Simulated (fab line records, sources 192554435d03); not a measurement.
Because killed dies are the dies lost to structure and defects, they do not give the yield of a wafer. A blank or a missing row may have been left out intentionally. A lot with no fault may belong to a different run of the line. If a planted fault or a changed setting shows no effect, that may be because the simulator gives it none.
fab line records	flow n5Finfet	part 1 of 2: steps 1 to 8 of 9
record: lots: 7	wafers: 20	lastDay: 19
route steps=1938 shown BEOL_M9@1440 BEOL_M15@1830 PASSIVATION@1936
lots with no fault: from the same line, run without faults
startH: hours from the record's first day to the start of the lot's first wafer shown	waitH: how many hours have passed since the lot's step before this one	" as in the row above	L1.1+2: one row covering several wafers at once	- either no value or no given start	* or withheld: withheld	< > ~ a bound
route shown NAME@n: a module of which the file shows steps, and the number in the route of the first	usual: mean/standard deviation of fault-free wafers	same: alike in all rows	chamber/n: place in a boat	sites: readings site by site	_std_site: standard deviation across them	_edge_site: the outer-site mean with the inner-site mean subtracted	radiusMm: how far each site lies from the wafer's centre	mask NAME#n: copy n	behind: the last tool/chamber to shape the wafer	hold: the reason the lot was held/the length of the hold in hours/how it ended	device: which transistor (n, p or np) failed to switch	end of line: at the end of the route, the tests of the same wafers	a step with no rows: only its recipe	killed: not the wafer's yield, but the dies lost to structure and defects at the first sort	map: a wafer's dies, marking killed ones x, the rest . and places with no die _
set.NAME: the setting as run; set.NAME@STEP: as run at that earlier step	model.NAME: the simulator's own value behind a step, which no gauge read
steps of the route over a sample of lots; a table a step, a row a wafer
services: a tool's chamber out of use, with start hour (startH, from the record's first day; less than 0 if before it), hours out, and reason
== steps ==
step: N5_BEOL_M9_ETCH_66
recipe: chemistry: N2/H2	target: SOC	targetDepthA: 800	overetchA: 160	maskMaterial: SiARC	tempC: 40	timeS: 120	ionEnergyEv: 200	pressureMtorr: 30	sourceW: 840	biasW: 150	n2FlowSccm: 200	h2FlowSccm: 200
usual: drypumpMotorCurrentA: 5.9/0.45	oesProductAu: 0.62/0.069	rfVppV: 523.8/3	showerheadPlenumPTorr: 2.54/0.11	throttleValvePct: 17.93/0.29
lot.wafer	tool	chamber	startH	waitH	drypumpMotorCurrentA	oesProductAu	rfHoursCounterH	rfVppV	showerheadPlenumPTorr	throttleValvePct
L598.1	rieDiel-06	0	255.43	0.0	5.3	0.57	149	518.6	2.34	18.08
L598.3	"	1	"	"	6.5	0.56	195	523.4	2.51	18.14
L598.6	"	0	"	"	5.3	0.57	-	519.2	2.34	18.09
L602.1	rieDiel-06	2	290.22	0.0	6.1	0.66	49	524.9	2.59	17.91
L602.3	"	0	"	"	5.2	0.56	161	519.7	2.34	18.10
L602.4	"	3	"	"	6.0	0.53	230	521.2	2.39	18.05
L606.3	rieDiel-06	3	319.58	0.0	6.0	0.53	239	519.9	2.39	18.06
L606.4	"	3	"	"	6.0	0.53	-	519.4	2.39	18.07
L606.6	"	1	"	"	6.5	0.55	-	522.0	2.50	18.18
L614.3	rieDiel-02	2	360.38	0.0	5.3	0.57	175	520.8	2.42	17.87
L614.4	"	0	"	"	6.1	0.66	37	524.1	2.60	17.36
L614.5	"	1	"	"	6.6	0.62	-	527.1	2.69	17.83
L612.1	rieDiel-06	2	364.21	0.0	6.1	0.63	71	525.6	2.58	17.95
L612.3	"	0	"	"	5.3	0.55	187	518.8	2.33	18.14
L616.1	rieDiel-05	0	377.82	0.0	5.8	0.66	57	522.3	2.46	17.80
L616.2	"	1	"	"	5.7	0.70	30	526.0	2.60	17.70
L616.6	"	1	"	"	5.7	0.69	-	525.5	2.60	17.71
L617.1	rieDiel-02	0	390.38	0.0	6.2	0.66	45	525.8	2.60	17.38
L617.4	"	1	"	"	6.5	0.62	88	527.5	2.68	17.87
L617.6	"	1	"	"	6.6	0.61	-	528.2	2.68	17.85
step: N5_BEOL_M9_TRENCH_ETCH_37
recipe: chemistry: C4F6/O2	targetDepthA: 1514.3	target: SiCOH_lowk	timeS: 49	ionEnergyEv: 250	pressureMtorr: 30	sourceW: 345	biasW: 185	Ar_flow_sccm: 300	C4F6_flow_sccm: 10	O2_flow_sccm: 10
usual: drypumpMotorCurrentA: 5.9/0.45	oes_o_777_au: 0.81/0.082	oesProductAu: 0.81/0.093	rfVppV: 671/12	showerheadPlenumPTorr: 2.84/0.11	throttleValvePct: 21.0/0.32
lot.wafer	tool	chamber	startH	waitH	drypumpMotorCurrentA	oes_o_777_au	oesProductAu	rfHoursCounterH	rfVppV	showerheadPlenumPTorr	throttleValvePct
L598.1	rieDiel-06	0	255.63	-	5.3	0.76	0.75	149	661	2.62	21.2
L598.3	"	1	"	"	6.5	0.76	0.74	195	660	2.82	21.3
L598.6	"	0	"	"	5.2	0.76	0.76	-	661	2.62	21.2
L602.1	rieDiel-06	2	290.42	-	6.1	0.87	0.86	49	676	2.87	21.0
L602.3	"	0	"	"	5.2	0.75	0.74	161	660	2.61	21.2
L602.4	"	3	"	"	5.9	0.67	0.67	230	687	2.72	21.3
L606.3	rieDiel-06	3	319.79	-	6.0	0.67	0.62	239	689	2.71	21.3
L606.4	"	3	"	"	6.0	0.67	0.62	-	687	2.71	21.3
L606.6	"	1	"	"	6.5	0.75	0.71	-	659	2.81	21.3
L614.3	rieDiel-02	2	360.58	-	5.3	0.75	0.76	175	684	2.74	21.1
L614.4	"	0	"	"	6.1	0.87	0.88	37	665	2.91	20.4
L614.5	"	1	"	"	6.5	0.82	0.82	-	687	2.98	20.8
L612.1	rieDiel-06	2	364.41	-	6.1	0.84	0.84	71	675	2.86	21.0
L612.3	"	0	"	"	5.2	0.74	0.66	187	661	2.60	21.2
L616.1	rieDiel-05	0	378.02	-	5.8	0.84	0.86	57	665	2.79	21.0
L616.2	"	1	"	"	5.6	0.88	0.92	30	670	2.91	20.7
L616.6	"	1	"	"	5.7	0.89	0.91	-	668	2.91	20.7
L617.1	rieDiel-02	0	390.58	-	6.1	0.86	0.87	45	664	2.91	20.4
L617.4	"	1	"	"	6.5	0.81	0.80	88	686	2.97	20.8
L617.6	"	1	"	"	6.5	0.82	0.80	-	687	2.97	20.8
step: N5_BEOL_M9_STRIP_80
recipe: chemistry: N2/H2	timeS: 10	powerW: 450	tempC: 40	pressureMtorr: 20	rfFrequencyHz: 6e+07	biasPowerW: 7	n2FlowSccm: 200	h2FlowSccm: 200
usual: drypumpMotorCurrentA: 5.9/0.45	oesProductAu: 0.81/0.094	rfVppV: 59.1/0.98	showerheadPlenumPTorr: 2.53/0.11	throttleValvePct: 23.80/0.26
lot.wafer	tool	chamber	startH	waitH	drypumpMotorCurrentA	oesProductAu	rfHoursCounterH	rfVppV	showerheadPlenumPTorr	throttleValvePct
L598.1	rieDiel-06	0	-	-	5.2	0.75	149	57.1	2.34	23.93
L598.3	"	1	"	"	6.5	0.74	195	60.9	2.51	23.87
L598.6	"	0	"	"	5.3	0.74	-	59.8	2.34	23.91
L602.1	rieDiel-06	2	-	-	6.1	0.87	49	60.8	2.58	23.75
L602.3	"	0	"	"	5.3	0.73	161	57.8	2.33	23.93
L602.4	"	3	"	"	6.0	0.68	230	59.7	2.39	23.82
L606.3	rieDiel-06	3	-	-	6.0	0.67	239	59.8	2.38	23.82
L606.4	"	3	"	"	6.0	0.67	-	58.8	2.38	23.82
L606.6	"	1	"	"	6.5	0.72	-	59.4	2.50	23.90
L614.3	rieDiel-02	2	-	-	5.3	0.76	175	59.4	2.42	23.64
L614.4	"	0	"	"	6.1	0.86	38	59.7	2.60	23.31
L614.5	"	1	"	"	6.6	0.81	-	59.6	2.68	23.78
L612.1	rieDiel-06	2	-	-	6.1	0.84	71	59.2	2.57	23.76
L612.3	"	0	"	"	5.3	0.72	187	59.0	2.32	23.97
L616.1	rieDiel-05	0	-	-	5.8	0.86	57	58.4	2.46	23.81
L616.2	"	1	"	"	5.7	0.90	30	59.6	2.60	23.81
L616.6	"	1	"	"	5.6	0.91	-	59.6	2.60	23.79
L617.1	rieDiel-02	0	-	-	6.1	0.86	45	58.8	2.59	23.32
L617.4	"	1	"	"	6.6	0.80	88	60.0	2.68	23.79
L617.6	"	1	"	"	6.6	0.80	-	59.2	2.68	23.80
step: N5_BEOL_M9_OCD_MEAS_38
usual: trenchDepthNm: 151.8/2.3
lot.wafer	tool	chamber	startH	waitH	trenchDepthNm
L598.1	ocd-01	-	255.81	-	152.3
L598.3	"	-	"	"	152.8
L598.6	"	-	"	"	153.2
L602.1	ocd-02	-	290.60	-	148.4
L602.3	"	-	"	"	151.0
L602.4	"	-	"	"	145.7
L606.3	ocd-01	-	319.96	-	128.4
L606.4	"	-	"	"	127.1
L606.6	"	-	"	"	149.3
L614.3	ocd-01	-	360.76	-	154.4
L614.4	"	-	"	"	157.8
L614.5	"	-	"	"	152.5
L612.1	ocd-01	-	364.59	-	149.0
L612.3	"	-	"	"	130.6
L616.1	ocd-02	-	378.19	-	152.8
L616.2	"	-	"	"	153.4
L616.6	"	-	"	"	151.1
L617.1	ocd-02	-	390.76	-	154.8
L617.4	"	-	"	"	150.2
L617.6	"	-	"	"	149.9
step: N5_BEOL_M9_PRE_CLEAN_45
recipe: gas: H2/He	timeS: 30	tempC: 250
usual: heaterPowerW: 315/36
lot.wafer	tool	chamber	startH	waitH	heaterPowerW
L598.1	pvdSputter-01	-	256.67	0.0	357
L598.3	"	-	"	"	323
L598.6	"	-	"	"	317
L602.1	pvdSputter-02	-	291.25	0.0	330
L602.3	"	-	"	"	283
L602.4	"	-	"	"	390
L606.3	pvdSputter-01	-	321.93	0.0	353
L606.4	"	-	"	"	308
L606.6	"	-	"	"	353
L614.3	pvdSputter-03	-	361.61	0.0	287
L614.4	"	-	"	"	269
L614.5	"	-	"	"	268
L612.1	pvdSputter-02	-	365.24	0.0	281
L612.3	"	-	"	"	325
L616.1	pvdSputter-03	-	379.01	0.0	347
L616.2	"	-	"	"	256
L616.6	"	-	"	"	284
L617.1	pvdSputter-03	-	391.32	0.0	347
L617.4	"	-	"	"	290
L617.6	"	-	"	"	345
step: N5_BEOL_M9_THK_MEAS_53
recipe: thkMeasGauge: xrf	reads: Cu_of_BEOL_M9_ECD_50
usual: M9_THK: 140.1/2.7
lot.wafer	tool	chamber	startH	waitH	M9_THK[nm]
L598.1	filmMetro-02	-	258.69	-	139.4
L598.3	"	-	"	"	141.9
L598.6	"	-	"	"	140.6
L602.1	filmMetro-02	-	293.41	-	137.1
L602.3	"	-	"	"	140.2
L602.4	"	-	"	"	133.7
L606.3	filmMetro-01	-	323.63	-	115.9
L606.4	"	-	"	"	115.3
L606.6	"	-	"	"	136.9
L614.3	filmMetro-02	-	363.37	-	144.8
L614.4	"	-	"	"	144.1
L614.5	"	-	"	"	140.5
L612.1	filmMetro-02	-	366.67	-	135.3
L612.3	"	-	"	"	116.0
L616.1	filmMetro-02	-	380.53	-	142.3
L616.2	"	-	"	"	142.8
L616.6	"	-	"	"	139.8
L617.1	filmMetro-02	-	393.69	-	142.0
L617.4	"	-	"	"	138.4
L617.6	"	-	"	"	139.1
step: N5_BEOL_M9_RS_MEAS_57
recipe: thkMeasGauge: four-point-probe	reads: Cu_of_BEOL_M9_ECD_50+Co_of_BEOL_M9_CVD_78+TaN_of_BEOL_M9_ALD_74
usual: M9_RS: 0.150/0.0032
lot.wafer	tool	chamber	startH	waitH	M9_RS[ohm/sq]
L598.1	filmMetro-01	-	258.83	0.1	0.150
L598.3	"	-	"	"	0.148
L598.6	"	-	"	"	0.150
L602.1	filmMetro-02	-	293.55	0.1	0.155
L602.3	"	-	"	"	0.152
L602.4	"	-	"	"	0.159
L606.3	filmMetro-02	-	323.76	0.1	0.185
L606.4	"	-	"	"	0.186
L606.6	"	-	"	"	0.154
L614.3	filmMetro-02	-	363.51	0.1	0.146
L614.4	"	-	"	"	0.146
L614.5	"	-	"	"	0.151
L612.1	filmMetro-02	-	366.81	0.1	0.155
L612.3	"	-	"	"	0.185
L616.1	filmMetro-01	-	380.66	0.1	0.148
L616.2	"	-	"	"	0.148
L616.6	"	-	"	"	0.151
L617.1	filmMetro-01	-	393.86	0.1	0.147
L617.4	"	-	"	"	0.151
L617.6	"	-	"	"	0.151
step: N5_BEOL_M15_RC_MEAS_101
usual: COMB_M10: 1.5e-11/3.7e-12	COMB_M11: 1.4e-11/3e-12	COMB_M11_max_site: 2.1e-11/5.2e-12	COMB_M12: 6.2e-12/1.4e-12	COMB_M13: 5e-12/1.1e-12	COMB_M13_max_site: 7.1e-12/1.7e-12	COMB_M14: 3.6e-12/8.2e-13	COMB_M15: 2.7e-12/7.1e-13	COMB_M5: 3.9e-11/8.6e-12	COMB_M6: 2.5e-11/5.7e-12	COMB_M7: 2.6e-11/5.5e-12	COMB_M8: 2.6e-11/5.4e-12	SERP_M10: 3.11/0.083	SERP_M11: 3.07/0.073	SERP_M12: 0.643/0.02	SERP_M13: 0.310/0.0051	SERP_M14: 0.163/0.0032	SERP_M5: 38.7/1.9	SERP_M6: 14.0/0.66	SERP_M7: 13.8/0.55	SERP_M8: 14.3/0.52	SERP_M9: 3.05/0.079	SERP_M9_max_site: 3.15/0.089
lot.wafer	tool	chamber	startH	waitH	COMB_M10[S/m]	COMB_M11[S/m]	COMB_M11_max_site[S/m]	COMB_M12[S/m]	COMB_M13[S/m]	COMB_M13_max_site[S/m]	COMB_M14[S/m]	COMB_M15[S/m]	COMB_M5[S/m]	COMB_M6[S/m]	COMB_M7[S/m]	COMB_M8[S/m]	SERP_M10[ohm/um]	SERP_M11[ohm/um]	SERP_M12[ohm/um]	SERP_M13[ohm/um]	SERP_M14[ohm/um]	SERP_M5[ohm/um]	SERP_M6[ohm/um]	SERP_M7[ohm/um]	SERP_M8[ohm/um]	SERP_M9[ohm/um]	SERP_M9_max_site[ohm/um]
L598.1	prober-01	0	294.16	0.0	1.6e-11	1.6e-11	2e-11	5.8e-12	4.3e-12	6.2e-12	3.2e-12	4e-12	2.8e-11	2.1e-11	2.9e-11	2.5e-11	3.20	2.99	0.677	0.313	0.168	38.1	13.2	13.6	14.5	2.99	3.18
L598.3	"	0	"	"	1.4e-11	1.3e-11	1.8e-11	7.5e-12	6.7e-12	8.4e-12	3.4e-12	3.8e-12	5.1e-11	2.4e-11	2.8e-11	3.7e-11	3.13	3.03	0.666	0.305	0.168	41.3	13.6	13.7	14.4	2.95	3.11
L598.6	"	0	"	"	2e-11	1.5e-11	2.8e-11	8.4e-12	4.4e-12	7.3e-12	3.2e-12	3.2e-12	4.4e-11	2.2e-11	2.3e-11	3.2e-11	2.92	3.09	0.632	0.312	0.169	40.0	13.4	13.3	14.4	3.02	3.09
L602.1	prober-02	0	334.30	0.0	2.1e-11	9e-12	1.4e-11	5.3e-12	5.5e-12	7.6e-12	2.2e-12	1.8e-12	3e-11	2.4e-11	1.8e-11	2.8e-11	3.12	3.01	0.669	0.321	0.165	35.4	14.6	13.3	13.1	3.14	3.23
L602.3	"	0	"	"	1.6e-11	1e-11	1.4e-11	4.7e-12	3.6e-12	4.6e-12	3.6e-12	1.6e-12	3.8e-11	2.6e-11	2e-11	3.2e-11	3.29	2.94	0.644	0.310	0.163	34.5	15.7	13.8	13.9	3.05	3.23
L602.4	"	0	"	"	1.6e-11	1.4e-11	1.8e-11	4.8e-12	4.8e-12	6.9e-12	4.2e-12	2.7e-12	2.8e-11	1.4e-11	1.7e-11	3.5e-11	3.01	2.89	0.636	0.305	0.165	36.8	14.5	13.1	13.6	3.29	3.43
L606.3	prober-01	0	364.88	0.3	1.8e-11	1.8e-11	2.5e-11	6.5e-12	4.5e-12	8.4e-12	4.9e-12	3.4e-12	3.1e-11	2.5e-11	2.8e-11	3.4e-11	3.16	3.07	0.623	0.310	0.163	41.6	13.9	13.6	14.9	3.76	3.83
L606.4	"	0	"	"	2.2e-11	1.4e-11	1.9e-11	6.9e-12	5.3e-12	9e-12	4.2e-12	3e-12	2.9e-11	3e-11	2.4e-11	2.7e-11	3.27	3.08	0.653	0.305	0.163	40.2	15.3	13.0	14.2	3.83	3.85
L606.6	"	0	"	"	2.2e-11	1.7e-11	2.7e-11	8.2e-12	6.5e-12	7.9e-12	3.9e-12	3.4e-12	2.5e-11	3.4e-11	2e-11	2.1e-11	3.28	3.02	0.659	0.307	0.166	41.6	14.2	13.1	13.9	3.10	3.23
L614.3	prober-02	0	403.60	0.3	1.3e-11	1.3e-11	1.6e-11	4.9e-12	4.5e-12	6.5e-12	1.8e-12	2.8e-12	3.1e-11	2.6e-11	2.8e-11	2.5e-11	3.16	3.02	0.644	0.311	0.165	37.5	14.2	14.2	14.5	2.96	3.06
L614.4	"	0	"	"	1.4e-11	1.7e-11	2.6e-11	3.6e-12	3.9e-12	4.7e-12	4.5e-12	3.1e-12	4.5e-11	2.3e-11	2.9e-11	2.8e-11	3.07	3.06	0.654	0.308	0.165	36.2	14.5	13.6	13.9	2.94	3.06
L614.5	"	0	"	"	1e-11	1.2e-11	1.9e-11	4.3e-12	2.8e-12	4.2e-12	2.5e-12	2.4e-12	4.5e-11	2.7e-11	3.1e-11	2e-11	3.17	3.04	0.657	0.311	0.159	37.6	14.0	13.1	14.3	3.14	3.25
L612.1	prober-02	0	413.59	0.0	1e-11	1.3e-11	1.6e-11	4.9e-12	6.8e-12	9.4e-12	2.6e-12	1.9e-12	4.8e-11	3e-11	2.2e-11	2.1e-11	3.07	3.05	0.636	0.318	0.160	37.1	14.6	13.6	15.3	3.09	3.17
L612.3	"	0	"	"	9e-12	1.3e-11	1.9e-11	4.4e-12	5.8e-12	8.3e-12	3.6e-12	1.9e-12	5e-11	3e-11	3.2e-11	2.8e-11	3.30	3.14	0.659	0.309	0.160	41.0	14.0	13.9	14.5	3.59	3.91
L616.1	prober-02	0	424.00	0.0	1.1e-11	1.4e-11	2e-11	4.5e-12	3.3e-12	6.3e-12	4.2e-12	2.2e-12	2.5e-11	2.4e-11	2.1e-11	1.6e-11	3.04	3.04	0.664	0.311	0.165	38.7	14.0	13.8	13.9	2.99	3.03
L616.2	"	0	"	"	1e-11	1.7e-11	2.6e-11	4.8e-12	3e-12	6.1e-12	3.5e-12	3.2e-12	3.3e-11	1.8e-11	2.7e-11	2.2e-11	3.10	3.10	0.644	0.303	0.160	38.2	14.4	13.5	14.4	3.04	3.16
L616.6	"	0	"	"	1e-11	1.2e-11	1.7e-11	4.5e-12	4.5e-12	7.4e-12	3.1e-12	4.2e-12	4.1e-11	1.7e-11	2.7e-11	2.2e-11	3.08	3.03	0.635	0.313	0.166	39.6	14.5	13.1	13.8	3.06	3.17
L617.1	prober-02	0	431.70	0.0	1.3e-11	1.1e-11	1.4e-11	4.4e-12	4.1e-12	4.9e-12	2.5e-12	1.1e-12	4.4e-11	1.9e-11	1.6e-11	2.7e-11	3.10	2.96	0.630	0.311	0.161	38.2	13.4	12.2	13.9	3.00	3.12
L617.4	"	0	"	"	1.5e-11	1.1e-11	1.6e-11	5.5e-12	4.5e-12	6.9e-12	3e-12	2.3e-12	5.5e-11	2e-11	2.4e-11	2.2e-11	3.05	3.04	0.661	0.302	0.165	37.4	14.6	13.5	14.5	3.14	3.28
L617.6	"	0	"	"	1.5e-11	1.6e-11	3.2e-11	6.9e-12	4.6e-12	6.1e-12	3.9e-12	2.6e-12	3.9e-11	2.8e-11	2.4e-11	2.5e-11	2.92	2.96	0.653	0.300	0.155	38.7	13.4	12.5	14.2	3.09	3.14
sites SERP_M9 radiusMm=0,75,75,75,75,140,140,140,140
L598.1 2.88 2.96 2.96 2.98 2.99 3.09 3.14 3.18 3.13
L602.1 3.09 3.14 3.16 3.10 3.14 3.13 3.23 3.21 3.18
L606.3 3.76 3.80 3.79 3.75 3.83 3.77 3.59 3.70 3.76
L614.3 3.06 2.96 2.97 2.99 3.06 2.75 2.79 2.76 2.84
L612.1 3.03 3.09 3.09 3.13 3.04 3.14 3.17 3.15 3.07
L616.1 3.03 2.99 3.01 3.00 3.03 2.95 2.92 2.95 2.93
L617.1 3.00 3.01 2.99 2.98 2.99 3.11 3.02 3.00 3.12
== key ==
firstSign: step: N5_BEOL_M9_OCD_MEAS_38	reading: trenchDepthNm	direction: down	sigmas: 9.9	usual: 151.8	struck: 128.7
effect: step: N5_BEOL_M9_THK_MEAS_53	reading: M9_THK	direction: down	sigmas: 9	usual: 140.1	struck: 115.7
effect: step: N5_BEOL_M9_RS_MEAS_57	reading: M9_RS	direction: up	sigmas: 11	usual: 0.150	struck: 0.185
effect: step: N5_BEOL_M15_RC_MEAS_101	reading: SERP_M9	direction: up	sigmas: 8.6	usual: 3.05	struck: 3.73
metAt N5_BEOL_M9_TRENCH_ETCH_37
struckLots L606,L612
struckWafers L606.3,L606.4,L612.3
notActingAt N5_BEOL_M9_ETCH_66,N5_BEOL_M9_STRIP_80,N5_BEOL_M9_PRE_CLEAN_45
onsetBetween 290.42 319.79
fault: kind: processParameterDrift	tool: rieDiel-06	chamber: -	onsetH: 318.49	steps: N5_BEOL_M9_TRENCH_ETCH_37	channel: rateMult	offset: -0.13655	shape: step	endH: 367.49	scope: struckWafersOnly
